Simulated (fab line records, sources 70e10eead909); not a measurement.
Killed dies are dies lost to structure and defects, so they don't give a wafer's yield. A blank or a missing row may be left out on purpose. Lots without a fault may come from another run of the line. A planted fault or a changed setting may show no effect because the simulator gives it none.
fab line records | flow nand_harc
record lots=12 wafers=34 last_day=33
route steps=1302 shown A_CHANNEL_HOLE_D2@593 A_CHANNEL_FILL_D2@616
lots that met no fault: from a run of the same line without faults
start_h: hours from the record's first day to the start of the lot's first wafer shown | wait_h: hours since the lot's step before | " the same as in the row above | L1.1+2: a row that stands for several wafers | - no value, or no start given | * or withheld: withheld | < > ~ a bound
route shown NAME@n: a module of which the file shows steps, and the number in the route of the first | usual: mean/standard deviation of fault-free wafers | same: alike in all rows | chamber/n: place in a boat | sites: the reading at each site | _std_site: their standard deviation | _edge_site: outer sites' mean less inner sites' | radius_mm: how far each site lies from the wafer's centre | mask NAME#n: copy n | behind: the tool/chamber that last shaped the wafer | hold: why the lot was held/for how many hours/how that ended | device: the transistor (n, p or np) that didn't switch | end of line: the same wafers' tests at the end of the route | a step without rows: its recipe alone | killed: dies lost to structure and defects at the first sort, not the wafer's yield | map: a wafer's dies, x killed, . not, _ none there
set.NAME: the setting as run; set.NAME@STEP: as run at that earlier step | model.NAME: the simulator's own value behind a step, which no gauge read
steps of the route over a sample of lots; a table a step, a row a wafer
services: from which hour (start_h, from the record's first day; less than 0 if before it) a tool's chamber was out of use, for how many hours, and why
## steps
# step NHARC_A_CHANNEL_HOLE_D2_ETCH_21
# recipe bias_v=3000 source_w=withheld pressure_mtorr=20 time_s=514.3 ar_flow_sccm=375 c4f8_flow_sccm=89.3 o2_flow_sccm=35.7 temp_c=-20 target_depth_a=16000 chemistry=C4F8/O2/Ar
# usual chamber_pressure_mTorr=19.999/0.017 drypump_motor_current_A=5.84/0.19 showerhead_plenum_p_Torr=3.69/0.1 throttle_valve_pct=32.154/0.0093
# columns lot.wafer tool chamber start_h wait_h chamber_pressure_mTorr drypump_motor_current_A rf_hours_counter_h showerhead_plenum_p_Torr throttle_valve_pct
L757.2 har_etch-02 1 281.30 0.3 20.024 6.00 355 3.40 32.149
L757.5 " 1 " " 19.999 6.00 - 3.40 32.139
L757.6 " 0 " " 20.011 5.64 - 3.66 32.158
L759.2 har_etch-02 0 305.25 0.6 20.000 5.64 - 3.65 32.156
L759.4 " 0 " " 20.011 5.65 - 3.65 32.147
L759.5 " 0 " " 19.992 5.61 - 3.65 32.152
L761.1 har_etch-01 1 331.32 0.3 19.979 5.69 176 3.69 32.159
L761.2 " 0 " " 20.034 6.05 176 3.69 32.143
L761.3 " 0 " " 20.014 6.06 - 3.69 32.147
L762.2 har_etch-01 0 340.38 0.3 20.014 6.09 180 3.69 32.143
L762.4 " 0 " " 19.988 6.07 - 3.69 32.148
L762.6 " 1 " " 20.011 5.70 - 3.69 32.134
L767.3 har_etch-02 1 397.12 0.3 19.996 5.99 - 3.91 32.146
L767.4 " 0 " " 19.979 5.64 - 3.63 32.143
L767.5 " 0 " " 19.982 5.64 - 3.63 32.154
L768.1 har_etch-01 0 397.57 0.3 19.992 6.03 222 3.67 32.152
L768.6 " 1 " " 20.001 5.66 - 3.67 32.159
L771.1 har_etch-02 1 441.66 0.3 19.980 6.01 27 3.90 32.143
L771.4 " 0 " " 20.031 5.65 - 3.61 32.150
L771.5 " 0 " " 19.998 5.64 - 3.62 32.150
L770.6 har_etch-01 1 443.99 0.3 20.016 5.70 - 3.65 32.155
L770.5 " 0 " " 20.018 6.07 - 3.65 32.156
L776.1 har_etch-02 1 482.22 0.3 19.967 6.04 50 3.88 32.160
L776.2 " 0 " " 20.002 5.67 50 3.60 32.145
L776.4 " 1 " " 19.982 6.03 - 3.88 32.172
L777.2 har_etch-02 0 498.42 0.3 19.950 5.65 62 3.60 32.157
L777.4 " 1 " " 20.023 6.02 - 3.88 32.166
L777.5 " 0 " " 19.976 5.64 - 3.60 32.160
L779.2 har_etch-01 0 512.14 0.3 20.039 6.04 279 3.63 32.154
L779.3 " 0 " " 19.994 6.05 - 3.63 32.135
L779.5 " 1 " " 19.999 5.67 - 3.63 32.162
L780.3 har_etch-01 1 525.38 0.3 19.983 5.68 - 3.62 32.154
L780.6 " 0 " " 19.984 6.07 - 3.63 32.161
L780.5 " 1 " " 19.992 5.69 - 3.62 32.160
# step NHARC_A_CHANNEL_HOLE_D2_ETCH_23
# recipe bias_v=5000 source_w=withheld pressure_mtorr=20 time_s=819 ar_flow_sccm=375 c4f8_flow_sccm=89.3 o2_flow_sccm=35.7 temp_c=-20 target_depth_a=16000 chemistry=C4F8/O2/Ar
# usual chamber_pressure_mTorr=20.000/0.017 drypump_motor_current_A=5.84/0.2 showerhead_plenum_p_Torr=3.69/0.1 throttle_valve_pct=32.154/0.0087
# columns lot.wafer tool chamber start_h wait_h chamber_pressure_mTorr drypump_motor_current_A rf_hours_counter_h showerhead_plenum_p_Torr throttle_valve_pct
L757.2 har_etch-02 1 282.31 0.5 20.034 6.00 356 3.40 32.160
L757.5 " 1 " " 19.989 6.02 - 3.40 32.143
L757.6 " 0 " " 20.016 5.66 - 3.66 32.145
L759.2 har_etch-02 0 307.37 1.0 20.004 5.65 - 3.65 32.137
L759.4 " 0 " " 20.006 5.65 - 3.65 32.157
L759.5 " 0 " " 19.995 5.64 - 3.65 32.147
L761.1 har_etch-01 1 332.33 0.5 20.002 5.69 177 3.69 32.142
L761.2 " 0 " " 20.034 6.07 177 3.69 32.144
L761.3 " 0 " " 19.992 6.10 - 3.69 32.148
L762.2 har_etch-01 0 341.43 0.5 19.957 6.09 181 3.69 32.155
L762.4 " 0 " " 20.005 6.09 - 3.69 32.155
L762.6 " 1 " " 19.978 5.67 - 3.69 32.157
L767.3 har_etch-02 1 398.23 0.5 19.996 6.03 - 3.91 32.144
L767.4 " 0 " " 20.013 5.66 - 3.63 32.150
L767.5 " 0 " " 20.003 5.67 - 3.63 32.162
L768.1 har_etch-01 0 398.58 0.5 20.013 6.11 223 3.66 32.164
L768.6 " 1 " " 19.999 5.68 - 3.66 32.164
L771.1 har_etch-02 1 442.70 0.5 19.978 6.01 28 3.89 32.162
L771.4 " 0 " " 19.999 5.65 - 3.61 32.154
L771.5 " 0 " " 20.040 5.65 - 3.61 32.149
L770.6 har_etch-01 1 445.17 0.6 20.003 5.67 - 3.65 32.144
L770.5 " 0 " " 20.004 6.14 - 3.65 32.159
L776.1 har_etch-02 1 483.23 0.5 20.028 6.02 51 3.88 32.143
L776.2 " 0 " " 19.990 5.66 51 3.60 32.148
L776.4 " 1 " " 19.985 6.02 - 3.88 32.164
L777.2 har_etch-02 0 499.47 0.5 20.002 5.63 63 3.60 32.157
L777.4 " 1 " " 19.993 6.02 - 3.88 32.148
L777.5 " 0 " " 19.969 5.63 - 3.60 32.170
L779.2 har_etch-01 0 513.19 0.5 19.980 6.04 280 3.63 32.159
L779.3 " 0 " " 19.993 6.08 - 3.63 32.137
L779.5 " 1 " " 19.992 5.68 - 3.63 32.146
L780.3 har_etch-01 1 526.52 0.5 19.996 5.68 - 3.62 32.167
L780.6 " 0 " " 19.983 6.06 - 3.63 32.163
L780.5 " 1 " " 20.012 5.67 - 3.62 32.161
# step NHARC_A_CHANNEL_HOLE_D2_XSEM_32
# recipe landing_energy_ev=35000
# usual bot_cd_nm=74.8/1.4 bow_nm=8.63/0.22 tilt_deg=0.08/0.048
# columns lot.wafer tool chamber start_h wait_h bot_cd_nm bow_nm tilt_deg
L757.2 xsem-01 0 286.49 0.1 75.4 8.24 0.14
L757.5 " 0 " " 76.5 8.36 0.14
L757.6 " 0 " " 74.6 8.37 0.14
L759.2 xsem-02 0 314.05 0.1 76.2 8.60 -0.02
L759.4 " 0 " " 72.8 8.53 -0.02
L759.5 " 0 " " 75.8 8.57 -0.02
L761.1 xsem-01 0 336.50 0.1 77.1 9.01 0.16
L761.2 " 0 " " 74.4 8.94 0.16
L761.3 " 0 " " 76.0 8.92 0.16
L762.2 xsem-02 0 345.50 0.1 73.7 8.67 0.09
L762.4 " 0 " " 71.4 8.74 0.09
L762.6 " 0 " " 74.4 8.76 0.09
L767.3 xsem-01 0 402.64 0.1 72.1 8.75 0.10
L767.4 " 0 " " 73.6 8.84 0.10
L767.5 " 0 " " 77.7 8.76 0.10
L768.1 xsem-02 0 402.75 0.1 73.6 8.40 0.11
L768.6 " 0 " " 74.5 8.42 0.10
L771.1 xsem-01 0 446.75 0.1 75.4 8.83 0.06
L771.4 " 0 " " 75.0 8.85 0.06
L771.5 " 0 " " 72.3 8.86 0.06
L770.5 xsem-02 0 448.93 0.1 75.5 8.85 0.08
L770.6 " 0 " " 76.6 8.83 0.08
L776.1 xsem-02 0 487.40 0.1 74.1 8.49 0.10
L776.2 " 0 " " 74.7 8.47 0.10
L776.4 " 0 " " 74.9 8.44 0.10
L777.2 xsem-01 0 503.52 0.1 76.7 8.22 0.09
L777.4 " 0 " " 75.7 8.33 0.09
L777.5 " 0 " " 76.5 8.34 0.09
L779.2 xsem-01 0 517.26 0.1 77.1 8.34 0.01
L779.3 " 0 " " 76.3 8.33 0.01
L779.5 " 0 " " 75.7 8.34 0.01
L780.3 xsem-01 0 530.37 0.1 75.1 8.28 0.05
L780.5 " 0 " " 74.6 8.33 0.05
L780.6 " 0 " " 74.4 8.25 0.05
# step NHARC_A_CHANNEL_FILL_D2_ALD_16
# recipe target_thk_a=15 pulse_time_s=10 ald_cycles=15 temp_c=300 material=SiO2
# usual ald_cycles=15/0 heater_power_w=483/55 precursor_pulse_height_rel=0.998/0.017
# same pulse_time_s=10
# columns lot.wafer tool chamber start_h wait_h ald_cycles heater_power_w precursor_pulse_height_rel
L757.2 ald_hk-03 0 301.13 2.6 15 425 1.015
L757.6 " 1 " " 15 511 1.004
L757.5 " 2 " " 15 522 0.991
L759.2 ald_hk-03 0 326.69 0.1 15 424 0.987
L759.4 " 1 " " 15 495 0.956
L759.5 " 2 " " 15 511 0.975
L761.2 ald_hk-03 3 349.04 0.1 15 491 1.028
L761.3 " 0 " " 15 418 1.001
L761.1 " 1 " " 15 501 0.987
L762.2 ald_hk-03 0 358.01 0.1 15 426 1.008
L762.4 " 2 " " 15 517 0.979
L762.6 " 0 " " 15 420 0.993
L768.1 ald_hk-02 3 415.11 0.0 13 438 1.004
L768.6 " 0 " " 15 572 1.012
L767.3 ald_hk-02 3 415.30 0.2 15 435 1.024
L767.4 " 1 " " 15 523 1.026
L767.5 " 2 " " 13 375 1.008
L771.1 ald_hk-01 3 459.34 0.1 15 509 1.005
L771.4 " 0 " " 15 430 1.013
L771.5 " 2 " " 15 493 0.980
L770.5 ald_hk-02 0 459.41 0.1 13 576 1.016
L770.6 " 1 " " 15 518 0.984
L776.1 ald_hk-01 2 499.80 0.0 15 490 0.971
L776.4 " 3 " " 15 497 0.956
L776.2 " 1 " " 15 498 1.019
L777.4 ald_hk-02 3 516.03 0.0 15 446 0.985
L777.2 " 1 " " 15 512 0.991
L777.5 " 0 " " 15 580 0.999
L779.2 ald_hk-03 2 532.09 0.1 15 533 0.958
L779.3 " 0 " " 15 433 0.997
L779.5 " 1 " " 15 500 1.009
L780.3 ald_hk-02 0 544.23 1.4 15 574 0.970
L780.5 " 1 " " 15 489 1.002
L780.6 " 2 " " 15 387 0.995
## services
# columns tool chamber start_h hours kind
har_etch-02 1 293.00 - consumable_replace:showerhead
har_etch-02 1 293.00 17.0 scheduled_down
har_etch-02 1 293.00 17.0 vent_cycle
ald_hk-01 - 296.06 10.0 pm
xsem-02 - 338.09 0.5 repair
ald_hk-02 - 349.62 10.0 pm
xsem-01 - 374.00 14.0 pm
har_etch-02 - 377.00 17.0 pm
har_etch-02 0 377.00 17.0 vent_cycle
har_etch-02 1 377.00 17.0 vent_cycle
har_etch-02 0 394.00 - clean
har_etch-02 0 394.00 - consumable_replace:focus_ring
har_etch-02 1 394.00 - clean
har_etch-02 1 394.00 - consumable_replace:focus_ring
ald_hk-03 0 394.04 10.0 vent_cycle
ald_hk-03 1 394.04 10.0 vent_cycle
ald_hk-03 0 404.04 - clean
ald_hk-01 - 419.41 0.3 repair
xsem-01 - 459.72 1.0 repair
har_etch-01 0 472.29 - consumable_replace:esc
har_etch-01 0 472.29 17.0 scheduled_down
har_etch-01 0 472.29 17.0 vent_cycle
ald_hk-01 - 474.18 10.0 pm
ald_hk-02 - 527.62 10.0 pm
## key
first_sign step=NHARC_A_CHANNEL_FILL_D2_ALD_16 reading=ald_cycles direction=down sigmas=99+ usual=15 struck=13
effect none on later readings
met_at NHARC_A_CHANNEL_FILL_D2_ALD_16
struck_lots L767,L768,L770
struck_wafers L767.5,L768.1,L770.5
tester_left_out L767,L768,L770
not_acting_at NHARC_A_CHANNEL_HOLE_D2_ETCH_21,NHARC_A_CHANNEL_HOLE_D2_ETCH_23,NHARC_A_CHANNEL_HOLE_D2_XSEM_32
fault kind=process_parameter_drift tool=ald_hk-02 chamber=- onset_h=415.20 steps=NHARC_A_CHANNEL_FILL_D2_ALD_16 channel=ald_cycles offset=-2 shape=step end_h=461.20 scope=struck_wafers_only acts_in=these_recipes_only stated=15
# tester_left_out: of these lots the tester's yield and bins aren't shown, on N5 and GAA mostly nor the transistor test; their killed dies are dies lost to structure and defects alone, not to doping, threshold or leakage, so they don't give the yield
